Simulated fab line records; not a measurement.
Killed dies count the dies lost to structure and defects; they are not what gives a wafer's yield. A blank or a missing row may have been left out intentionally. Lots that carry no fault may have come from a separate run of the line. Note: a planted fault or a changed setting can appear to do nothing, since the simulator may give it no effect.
fab line records	flow nand-harc
[record] lots = 6	wafers = 18	last-day = 24
route steps=1159 shown A_ONON_D1@434 A_CHANNEL_HOLE_D1@450 END@1159
lots untouched by any fault: they come from a run of this same line in which no faults occurred
start-h: the number of hours between the record's first day and the start of the first shown wafer of the lot	wait-h: hours elapsed since this lot's preceding step	" same as the row above	L1.1+2: a row that stands for several wafers	- either no value or no given start	* or withheld: withheld	< > ~ a bound
route shown NAME@n: NAME is a module with steps in the file, n the number in the route of the first one	usual: mean and standard deviation over wafers with no fault	same: alike in all rows	chamber/n: place in a boat	sites: per-site readings	_std_site: their standard deviation	_edge_site: outer sites' mean less inner sites'	radius-mm: for every site, how far away it sits from the centre of the wafer	mask NAME#n: copy n	behind: tool/chamber where the wafer was last shaped	hold: what put the lot on hold/how long, in hours/how the hold closed	device: names the non-switching transistor (n, p or np)	end of line: tests run on the same wafers once the route is complete	a step without rows: its recipe alone	killed: the dies lost at the first sort to structure and to defects; this is not the yield of the wafer	map: the dies of a wafer, with x for killed, . for not killed, _ for no die there
set.NAME: the setting the step ran with; set.NAME@STEP: the setting that earlier step ran with	model.NAME: the simulator's own value behind a step, which no gauge read
lots at some steps of the route; a table a step, a row a wafer
services: when a tool's chamber went out of use (start-h, in hours from the record's first day, below 0 if earlier), for how many hours, and the reason
[[steps]]
[step NHARC_A_ONON_D1_ANNEAL_15]
[recipe] temp-c = 750	time-s = 3600
[step NHARC_A_ONON_D1_DEP_16]
[recipe] target-thk-a = 10000	n2-flow-sccm = 2750	n2o-flow-sccm = 2000	nh3-flow-sccm = 500	sih4-flow-sccm = 210	temp-c = 400
[step NHARC_A_ONON_D1_THK_MEAS_18]
[recipe] thk-meas-gauge = ellipsometry
[usual] thk-nm = 1002/10
lot.wafer	tool	chamber	start-h	wait-h	thk-nm
L752.3	film-metro-01	-	193.62	-	986
L752.5	"	-	"	"	986
L752.6	"	-	"	"	987
L756.1	film-metro-02	-	229.42	-	1002
L756.4	"	-	"	"	1003
L756.5	"	-	"	"	1003
L757.2	film-metro-02	-	235.26	-	991
L757.4	"	-	"	"	990
L757.5	"	-	"	"	990
L764.1	film-metro-02	-	270.90	-	1000
L764.2	"	-	"	"	1001
L764.3	"	-	"	"	1003
L766.1	film-metro-01	-	278.79	-	1008
L766.2	"	-	"	"	1008
L766.3	"	-	"	"	1006
L770.1	film-metro-01	-	301.63	-	1001
L770.2	"	-	"	"	1002
L770.5	"	-	"	"	1000
[step NHARC_A_ONON_D1_DEP_19]
[recipe] target-thk-a = 10000	n2-flow-sccm = 2750	n2o-flow-sccm = 2000	nh3-flow-sccm = 500	sih4-flow-sccm = 210	temp-c = 400
[step NHARC_A_ONON_D1_THK_MEAS_21]
[recipe] thk-meas-gauge = ellipsometry
[usual] thk-nm = 1000/10
lot.wafer	tool	chamber	start-h	wait-h	thk-nm
L752.3	film-metro-02	-	194.20	-	1006
L752.5	"	-	"	"	1006
L752.6	"	-	"	"	1006
L756.1	film-metro-02	-	229.99	-	991
L756.4	"	-	"	"	991
L756.5	"	-	"	"	992
L757.2	film-metro-02	-	235.83	-	993
L757.4	"	-	"	"	993
L757.5	"	-	"	"	993
L764.1	film-metro-01	-	271.46	-	997
L764.2	"	-	"	"	995
L764.3	"	-	"	"	997
L766.1	film-metro-02	-	279.35	-	991
L766.2	"	-	"	"	991
L766.3	"	-	"	"	992
L770.1	film-metro-02	-	302.20	-	1006
L770.2	"	-	"	"	1006
L770.5	"	-	"	"	1008
[step NHARC_A_ONON_D1_DEP_22]
[recipe] target-thk-a = 10000	n2-flow-sccm = 2750	n2o-flow-sccm = 2000	nh3-flow-sccm = 500	sih4-flow-sccm = 210	temp-c = 400
[step NHARC_A_ONON_D1_THK_MEAS_24]
[recipe] thk-meas-gauge = ellipsometry
[usual] thk-nm = 1001/9.5
lot.wafer	tool	chamber	start-h	wait-h	thk-nm
L752.3	film-metro-01	-	194.76	-	991
L752.5	"	-	"	"	991
L752.6	"	-	"	"	992
L756.1	film-metro-02	-	230.56	-	1019
L756.4	"	-	"	"	1017
L756.5	"	-	"	"	1018
L757.2	film-metro-02	-	236.39	-	1001
L757.4	"	-	"	"	1000
L757.5	"	-	"	"	999
L764.1	film-metro-02	-	272.03	-	1011
L764.2	"	-	"	"	1011
L764.3	"	-	"	"	1009
L766.1	film-metro-02	-	279.92	-	991
L766.2	"	-	"	"	990
L766.3	"	-	"	"	989
L770.1	film-metro-02	-	302.77	-	987
L770.2	"	-	"	"	990
L770.5	"	-	"	"	986
[step NHARC_A_ONON_D1_DEP_25]
[recipe] target-thk-a = 10000	n2-flow-sccm = 2750	n2o-flow-sccm = 2000	nh3-flow-sccm = 500	sih4-flow-sccm = 210	temp-c = 400
[step NHARC_A_ONON_D1_THK_MEAS_27]
[recipe] thk-meas-gauge = ellipsometry
[usual] thk-nm = 997/11
lot.wafer	tool	chamber	start-h	wait-h	thk-nm
L752.3	film-metro-01	-	195.33	-	985
L752.5	"	-	"	"	984
L752.6	"	-	"	"	985
L756.1	film-metro-02	-	231.12	-	961
L756.4	"	-	"	"	961
L756.5	"	-	"	"	962
L757.2	film-metro-02	-	236.96	-	991
L757.4	"	-	"	"	991
L757.5	"	-	"	"	992
L764.1	film-metro-02	-	272.60	-	1001
L764.2	"	-	"	"	999
L764.3	"	-	"	"	998
L766.1	film-metro-01	-	280.49	-	1010
L766.2	"	-	"	"	1008
L766.3	"	-	"	"	1010
L770.1	film-metro-02	-	303.33	-	1000
L770.2	"	-	"	"	999
L770.5	"	-	"	"	1000
[step NHARC_A_ONON_D1_DEP_28]
[recipe] target-thk-a = 10000	n2-flow-sccm = 2750	n2o-flow-sccm = 2000	nh3-flow-sccm = 500	sih4-flow-sccm = 210	temp-c = 400
[step NHARC_A_ONON_D1_THK_MEAS_30]
[recipe] thk-meas-gauge = ellipsometry
[usual] thk-nm = 998/11
lot.wafer	tool	chamber	start-h	wait-h	thk-nm
L752.3	film-metro-01	-	195.93	-	1003
L752.5	"	-	"	"	1004
L752.6	"	-	"	"	1003
L756.1	film-metro-02	-	231.69	-	992
L756.4	"	-	"	"	993
L756.5	"	-	"	"	991
L757.2	film-metro-01	-	237.53	-	1000
L757.4	"	-	"	"	1002
L757.5	"	-	"	"	1002
L764.1	film-metro-01	-	273.17	-	1006
L764.2	"	-	"	"	1007
L764.3	"	-	"	"	1005
L766.1	film-metro-01	-	281.05	-	1007
L766.2	"	-	"	"	1007
L766.3	"	-	"	"	1005
L770.1	film-metro-02	-	303.90	-	1002
L770.2	"	-	"	"	1006
L770.5	"	-	"	"	1003
[step NHARC_A_ONON_D1_DEP_33]
[recipe] target-thk-a = 2000	temp-c = 400	pressure-torr = 6.5	rf-w = 900	teos-flow-sccm = 161.4	flow-sccm = 2650	target-thk-nm = 200	gas = O2	material = SiO2
[usual] heater-power-w = 512/77	mfc-precursor-sccm = 161.5/0.46	throttle-valve-pct = 16.3/0.72
lot.wafer	tool	chamber	start-h	wait-h	heater-power-w	mfc-precursor-sccm	throttle-valve-pct
L752.3	pecvd-01	2	196.12	0.2	536	161.8	15.6
L752.5	"	1	"	"	473	162.3	15.9
L752.6	"	2	"	"	546	161.4	15.5
L756.1	pecvd-03	2	231.83	0.1	470	161.4	15.6
L756.4	"	0	"	"	629	161.9	16.2
L756.5	"	2	"	"	484	161.5	15.2
L757.2	pecvd-03	1	237.59	0.1	375	161.5	17.6
L757.5	"	1	"	"	403	161.2	17.5
L757.4	"	0	"	"	553	161.3	16.0
L764.2	pecvd-03	2	273.23	0.1	602	161.7	15.5
L764.1	"	0	"	"	572	161.0	16.0
L764.3	"	1	"	"	465	161.0	17.7
L766.1	pecvd-03	2	281.11	0.1	488	161.3	15.3
L766.2	"	0	"	"	497	161.3	16.5
L766.3	"	1	"	"	477	161.5	17.6
L770.2	pecvd-01	1	303.96	0.1	387	162.3	16.4
L770.1	"	2	"	"	528	161.9	15.1
L770.5	"	1	"	"	411	161.9	16.2
[step NHARC_A_ONON_D1_THK_MEAS_34]
[recipe] thk-meas-gauge = ellipsometry
[usual] thk-nm = 199.4/2.6
lot.wafer	tool	chamber	start-h	wait-h	thk-nm
L752.3	film-metro-02	-	196.49	-	197.2
L752.5	"	-	"	"	200.1
L752.6	"	-	"	"	201.9
L756.1	film-metro-02	-	232.16	-	197.9
L756.4	"	-	"	"	203.0
L756.5	"	-	"	"	204.0
L757.2	film-metro-01	-	238.03	-	200.2
L757.4	"	-	"	"	201.0
L757.5	"	-	"	"	201.5
L764.1	film-metro-01	-	273.64	-	199.7
L764.2	"	-	"	"	201.1
L764.3	"	-	"	"	199.7
L766.1	film-metro-01	-	281.53	-	199.4
L766.2	"	-	"	"	198.1
L766.3	"	-	"	"	199.4
L770.1	film-metro-02	-	304.38	-	201.2
L770.2	"	-	"	"	196.6
L770.5	"	-	"	"	202.7
[step NHARC_A_ONON_D1_INSPECT_32]
[usual] raw-defect-count = 84/24
lot.wafer	tool	chamber	start-h	wait-h	hold	raw-defect-count
L752.3	defect-inspect-01	-	196.56	0.0	-	117
L752.5	"	-	"	"	-	105
L752.6	"	-	"	"	-	148
L756.1	defect-inspect-01	-	232.22	0.0	-	60
L756.4	"	-	"	"	-	68
L756.5	"	-	"	"	-	47
L757.2	defect-inspect-02	-	238.11	0.0	-	72
L757.4	"	-	"	"	-	89
L757.5	"	-	"	"	-	64
L764.1	defect-inspect-01	-	273.72	0.0	await-dispo/0.2h/release	648
L764.2	"	-	"	"	await-dispo/0.2h/release	603
L764.3	"	-	"	"	await-dispo/0.2h/release	565
L764.1	defect-inspect-01	-	273.90	0.2	-	654
L764.2	"	-	"	"	-	600
L764.3	"	-	"	"	-	577
L766.1	defect-inspect-01	-	281.60	0.0	await-dispo/0.2h/release	627
L766.2	"	-	"	"	await-dispo/0.2h/release	591
L766.3	"	-	"	"	await-dispo/0.2h/release	577
L766.1	defect-inspect-01	-	281.77	0.2	-	621
L766.2	"	-	"	"	-	593
L766.3	"	-	"	"	-	574
L770.1	defect-inspect-01	-	304.44	0.0	-	58
L770.2	"	-	"	"	-	38
L770.5	"	-	"	"	-	68
[step NHARC_A_CHANNEL_HOLE_D1_DEP_00]
[recipe] target-thk-a = 31000	temp-c = 400	material = aC
[usual] throttle-valve-pct = 34.999/0.0094
lot.wafer	tool	chamber	start-h	wait-h	hold	throttle-valve-pct
L752.3	acl-dep-02	0	198.21	1.7	-	34.995
L752.5	"	0	"	"	-	35.016
L752.6	"	0	"	"	-	35.002
L756.1	acl-dep-02	0	236.52	4.3	-	34.990
L756.4	"	0	"	"	-	34.988
L756.5	"	0	"	"	-	34.999
L757.2	acl-dep-02	0	240.58	2.5	-	34.995
L757.4	"	0	"	"	-	35.010
L757.5	"	0	"	"	-	34.992
L764.1	acl-dep-03	0	276.35	2.4	await-dispo/1.9h/release	34.995
L764.2	"	0	"	"	await-dispo/1.9h/release	35.006
L764.3	"	0	"	"	await-dispo/1.9h/release	34.996
L766.1	acl-dep-03	0	288.01	6.2	await-dispo/5.8h/release	35.010
L766.2	"	0	"	"	await-dispo/5.8h/release	35.001
L766.3	"	0	"	"	await-dispo/5.8h/release	35.004
L770.1	acl-dep-02	0	304.56	0.1	-	34.986
L770.2	"	0	"	"	-	35.010
L770.5	"	0	"	"	-	35.001
[step NHARC_A_CHANNEL_HOLE_D1_DEP_01]
[recipe] target-thk-a = 1400	target-thk-nm = 140	temp-c = 400	pressure-torr = 3.5	flow-sccm = 200	rf-w = 350	material = SiON
[usual] heater-power-w = 725/99
lot.wafer	tool	chamber	start-h	wait-h	heater-power-w
L752.3	pecvd-03	0	199.53	1.0	789
L752.5	"	0	"	"	806
L752.6	"	1	"	"	638
L756.1	pecvd-02	2	238.51	1.7	840
L756.4	"	0	"	"	905
L756.5	"	1	"	"	783
L757.2	pecvd-03	2	242.21	1.3	766
L757.4	"	1	"	"	585
L757.5	"	0	"	"	808
L764.2	pecvd-03	2	278.27	1.3	675
L764.3	"	0	"	"	654
L764.1	"	1	"	"	677
L766.1	pecvd-04	0	290.13	1.8	769
L766.2	"	1	"	"	533
L766.3	"	2	"	"	651
L770.1	pecvd-04	1	306.69	1.8	595
L770.2	"	2	"	"	640
L770.5	"	2	"	"	646
[step NHARC_A_CHANNEL_HOLE_D1_DEHYDRATE_02]
[recipe] temp-c = 150	time-s = 120
[step NHARC_A_CHANNEL_HOLE_D1_HMDS_03]
[recipe] time-s = 30
[step NHARC_A_CHANNEL_HOLE_D1_COAT_36]
[recipe] temp-c = 260	time-s = 75
[step NHARC_A_CHANNEL_HOLE_D1_COAT_37]
[recipe] temp-c = 225	time-s = 65
[step NHARC_A_CHANNEL_HOLE_D1_COAT_04]
[recipe] spin-rpm = 1500	resist-thk-nm = 90
[step NHARC_A_CHANNEL_HOLE_D1_SOFTBAKE_05]
[recipe] temp-c = 105	time-s = 55
[step NHARC_A_CHANNEL_HOLE_D1_EBR_06]
[step NHARC_A_CHANNEL_HOLE_D1_EXPOSE_07]
[recipe] na = 1.35	target-cd-nm = 100	sigma-outer = 0.3	dose-mj = 59.65	mask-id = HOLE_D1
[step NHARC_A_CHANNEL_HOLE_D1_PEB_08]
[recipe] peb-temp-c = 100	peb-time-s = 65
[step NHARC_A_CHANNEL_HOLE_D1_DEVELOP_09]
[recipe] develop-time-s = 35	dev-temp-c = 23
[step NHARC_A_CHANNEL_HOLE_D1_CD_MEAS_10]
[recipe] target-cd-nm = 100	landing-energy-ev = 500
[usual] cd-nm = 100.1/0.46
lot.wafer	tool	chamber	start-h	wait-h	cd-nm
L752.3	cd-sem-03	0	200.26	-	99.9
L752.5	"	0	"	"	101.1
L752.6	"	0	"	"	99.7
L756.1	cd-sem-03	0	239.18	-	100.6
L756.4	"	0	"	"	99.6
L756.5	"	0	"	"	100.0
L757.2	cd-sem-01	0	242.80	-	100.6
L757.4	"	0	"	"	100.1
L757.5	"	0	"	"	100.3
L764.1	cd-sem-02	0	278.87	-	100.8
L764.2	"	0	"	"	100.2
L764.3	"	0	"	"	99.5
L766.1	cd-sem-03	0	290.73	-	100.6
L766.2	"	0	"	"	99.9
L766.3	"	0	"	"	100.7
L770.1	cd-sem-02	0	307.41	-	100.1
L770.2	"	0	"	"	99.8
L770.5	"	0	"	"	100.7
[step NHARC_A_CHANNEL_HOLE_D1_OVL_MEAS_11]
[usual] overlay-x-nm = 0.2/0.88	overlay-y-nm = 0.3/1
lot.wafer	tool	chamber	start-h	wait-h	overlay-x-nm	overlay-y-nm
L752.3	overlay-02	-	200.34	-	0.9	1.7
L752.5	"	-	"	"	1.3	1.4
L752.6	"	-	"	"	1.0	2.3
L756.1	overlay-01	-	239.26	-	0.4	-0.4
L756.4	"	-	"	"	0.0	0.0
L756.5	"	-	"	"	0.8	-0.2
L757.2	overlay-01	-	242.89	-	0.3	-0.4
L757.4	"	-	"	"	0.2	0.1
L757.5	"	-	"	"	0.2	-0.3
L764.1	overlay-01	-	278.96	-	-0.1	0.8
L764.2	"	-	"	"	-0.1	1.2
L764.3	"	-	"	"	-0.1	1.5
L766.1	overlay-02	-	290.82	-	1.5	-1.0
L766.2	"	-	"	"	1.1	-0.4
L766.3	"	-	"	"	1.2	-0.8
L770.1	overlay-02	-	307.50	-	0.6	0.0
L770.2	"	-	"	"	0.5	0.1
L770.5	"	-	"	"	0.5	0.8
[step NHARC_END_SORT_01]
[recipe] temp-c = 25
[usual] defect-limited-yield = 95.2/1.6	killed-at-array = 29/10	killed-at-other = 0.7/1.1	killed-at-periphery = 3.2/2.2	killed-dies = 33/11	killed-open = 3.5/1.8	killed-short = 2.0/1.4	sort_bin_2_pct = 1.5/0.61	sort_bin_3_pct = 0.29/0.22	sort_bin_4_pct = 3.1/1.1	sort-n-pass = 644/11	sort-rim-yield-pct = 95/3.3	sort-yield-pct = 95.2/1.6
[same] gross-dies = 677	sort_bin_5_pct[%] = 0	sort_bin_6_pct[%] = 0	sort_bin_7_pct[%] = 0	sort_bin_8_pct[%] = 0	sort-rim-n-gross = 106.00
lot.wafer	tool	chamber	start-h	wait-h	defect-limited-yield[%]	killed-at-array	killed-at-other	killed-at-periphery	killed-dies	killed-open	killed-short	sort_bin_2_pct[%]	sort_bin_3_pct[%]	sort_bin_4_pct[%]	sort-n-pass	sort-rim-yield-pct[%]	sort-yield-pct[%]
L752.3	prober-02	0	491.96	3.1	96.5	19	0	5	24	0	2	1.2	0.15	2.2	653	96	96.5
L752.5	prober-02	0	493.59	3.8	97.5	15	0	2	17	5	1	0.4	0	2.1	660	97	97.5
L752.6	prober-02	0	494.41	4.1	96.5	24	0	0	24	3	1	1.3	0	2.2	653	97	96.5
L756.1	prober-02	0	498.24	2.5	95.0	29	1	4	34	2	1	1.3	0.44	3.2	643	92	95.0
L756.4	prober-02	0	500.64	3.4	93.6	41	1	1	43	6	2	2.5	0.30	3.5	634	96	93.6
L756.5	prober-02	0	501.44	3.7	94.8	28	0	7	35	0	4	2.1	0.30	2.8	642	95	94.8
L757.2	prober-01	0	514.48	2.8	97.5	13	1	3	17	2	2	0.4	0	2.1	660	99	97.5
L757.4	prober-01	0	516.11	3.4	97.2	13	1	5	19	7	1	0.7	0	2.1	658	99	97.2
L757.5	prober-01	0	516.93	3.8	97.0	16	0	4	20	5	3	1.0	0.30	1.6	657	95	97.0
L770.1	prober-01	0	576.27	2.5	95.7	25	0	4	29	5	6	1.3	0.30	2.7	648	97	95.7
L770.2	prober-01	0	577.09	2.9	96.0	21	0	6	27	6	1	1.6	0.30	2.1	650	92	96.0
L770.5	prober-01	0	579.55	3.8	95.9	25	0	3	28	6	2	1.2	0.30	2.7	649	95	95.9
// killed by level:class
L752.3 A_CHANNEL_HOLE_D1:chamber-film-flake=14 P_BONDPAD:chamber-film-flake=3 A_STAIRCASE:chamber-film-flake=2 P_GATE:geometric-particle:short=1 A_M1:geometric-particle:short=1 P_STI:chamber-film-flake=1 A_SLIT:chamber-film-flake=1 A_CONTACT:chamber-film-flake=1
L752.5 A_CHANNEL_HOLE_D1:chamber-film-flake=8 P_M2:geometric-particle:open=1 A_ONON_D1:geometric-particle:open=1 A_CHANNEL_FILL_D1:geometric-particle:open=1 A_SGD_CUT:geometric-particle:open=1 A_CONTACT:geometric-particle:open=1 A_CONTACT:geometric-particle:short=1 P_BONDPAD:chamber-film-flake=1
L752.6 A_CHANNEL_HOLE_D1:chamber-film-flake=14 A_STAIRCASE:chamber-film-flake=2 A_CHANNEL_FILL_D1:geometric-particle:open=1 A_WL_FILL:geometric-particle:short=1 A_CONTACT:geometric-particle:open=1 A_M1:geometric-particle:open=1 A_SLIT:chamber-film-flake=1 A_WL_FILL:chamber-film-flake=1
L756.1 A_SLIT:chamber-film-flake=9 A_STAIRCASE:chamber-film-flake=7 A_CHANNEL_HOLE_D1:chamber-film-flake=4 P_STI:chamber-film-flake=3 A_CONTACT:chamber-film-flake=3 A_WL_FILL:chamber-film-flake=2 A_BONDPAD:chamber-film-flake=2 P_CONTACT:geometric-particle:open=1
L756.4 A_SLIT:chamber-film-flake=23 A_CHANNEL_HOLE_D1:chamber-film-flake=4 A_BONDPAD:chamber-film-flake=4 A_CONTACT:geometric-particle:open=3 A_WL_FILL:chamber-film-flake=2 P_GATE:geometric-particle:open=1 A_ONON_D1:geometric-particle:open=1 A_ONON_D1:geometric-particle:short=1
L756.5 A_SLIT:chamber-film-flake=10 A_STAIRCASE:chamber-film-flake=6 A_BONDPAD:chamber-film-flake=4 P_M0:chamber-film-flake=4 A_CHANNEL_HOLE_D1:chamber-film-flake=4 P_STI:chamber-film-flake=2 P_STI:geometric-particle:short=1 A_WL_FILL:geometric-particle:short=1
L757.2 A_CHANNEL_HOLE_D1:chamber-film-flake=5 P_M0:chamber-film-flake=2 A_CONTACT:chamber-film-flake=2 A_WL_FILL:geometric-particle:short=1 A_CONTACT:geometric-particle:open=1 A_CONTACT:geometric-particle:short=1 A_M0:geometric-particle:open=1 P_GATE:chamber-film-flake=1
L757.4 A_STAIRCASE:chamber-film-flake=3 A_CONTACT:geometric-particle:open=2 A_M0:geometric-particle:open=2 P_GATE:chamber-film-flake=2 A_CONTACT:chamber-film-flake=2 P_CONTACT:geometric-particle:open=1 P_M1:geometric-particle:open=1 A_BLC:geometric-particle:open=1
L757.5 A_CONTACT:chamber-film-flake=5 A_CONTACT:geometric-particle:open=3 P_GATE:chamber-film-flake=2 A_WL_FILL:chamber-film-flake=2 P_GATE:geometric-particle:short=1 A_CHANNEL_HOLE_D1:geometric-particle:open=1 A_CHANNEL_FILL_D1:geometric-particle:short=1 A_WL_FILL:geometric-particle:short=1
L770.1 A_CHANNEL_HOLE_D1:chamber-film-flake=9 A_ONON_D1:geometric-particle:short=3 A_CONTACT:geometric-particle:open=3 P_GATE:chamber-film-flake=2 A_ZERO_WELL:chamber-film-flake=2 A_M1:chamber-film-flake=2 P_M1:geometric-particle:open=1 A_ONON_D1:geometric-particle:open=1
L770.2 A_CHANNEL_HOLE_D1:chamber-film-flake=8 A_M1:chamber-film-flake=4 A_CONTACT:geometric-particle:open=2 P_ZERO_WELL:chamber-film-flake=2 P_M1:chamber-film-flake=2 A_WL_FILL:chamber-film-flake=2 P_GATE:geometric-particle:open=1 A_ONON_D1:geometric-particle:short=1
L770.5 A_CHANNEL_HOLE_D1:chamber-film-flake=7 A_WL_FILL:chamber-film-flake=4 A_STAIRCASE:chamber-film-flake=3 A_M0:geometric-particle:open=2 A_SGD_CUT:chamber-film-flake=2 A_M1:chamber-film-flake=2 P_CONTACT:geometric-particle:short=1 P_CONTACT:geometric-particle:open=1
[[services]]
tool	chamber	start-h	hours	kind
pecvd-04	2	177.51	5.0	repair
pecvd-04	-	195.00	13.0	pm
pecvd-04	0	195.00	13.0	vent-cycle
pecvd-04	1	195.00	13.0	vent-cycle
pecvd-04	2	195.00	13.0	vent-cycle
pecvd-04	0	208.00	-	clean
pecvd-04	1	208.00	-	clean
pecvd-04	2	208.00	-	clean
acl-dep-03	-	224.11	13.0	pm
pecvd-01	-	237.40	13.0	pm
pecvd-01	0	237.40	13.0	vent-cycle
pecvd-01	1	237.40	13.0	vent-cycle
pecvd-01	2	237.40	13.0	vent-cycle
pecvd-04	-	244.85	1.2	repair
pecvd-01	0	250.40	-	clean
pecvd-01	1	250.40	-	clean
pecvd-02	0	277.81	12.3	repair
pecvd-03	-	292.09	13.0	pm
pecvd-03	0	292.09	13.0	vent-cycle
pecvd-03	1	292.09	13.0	vent-cycle
pecvd-03	2	292.09	13.0	vent-cycle
pecvd-03	0	305.09	-	clean
pecvd-03	1	305.09	-	clean
pecvd-03	2	305.09	-	clean
[[key]]
[first-sign] step = NHARC_A_ONON_D1_INSPECT_32	reading = visit	direction = added
[effect] step = NHARC_A_ONON_D1_INSPECT_32	reading = raw-defect-count	direction = up	sigmas = 21	usual = 84	struck = 602
met-at NHARC_A_ONON_D1_DEP_33
struck-wafers L764.1,L764.2,L764.3,L766.1,L766.2,L766.3
scrapped-behind NHARC_A_CHANNEL_HOLE_D1_INSPECT_12 L764.1,L764.2,L764.3,L766.1,L766.2,L766.3
onset-between 237.59 273.23
[fault] kind = chamber-particle-source	tool = pecvd-03	chamber = -	onset-h = 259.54	steps = NHARC_A_ONON_D1_DEP_33	rate-per-visit-cm2 = 0.78928	end-h = 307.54
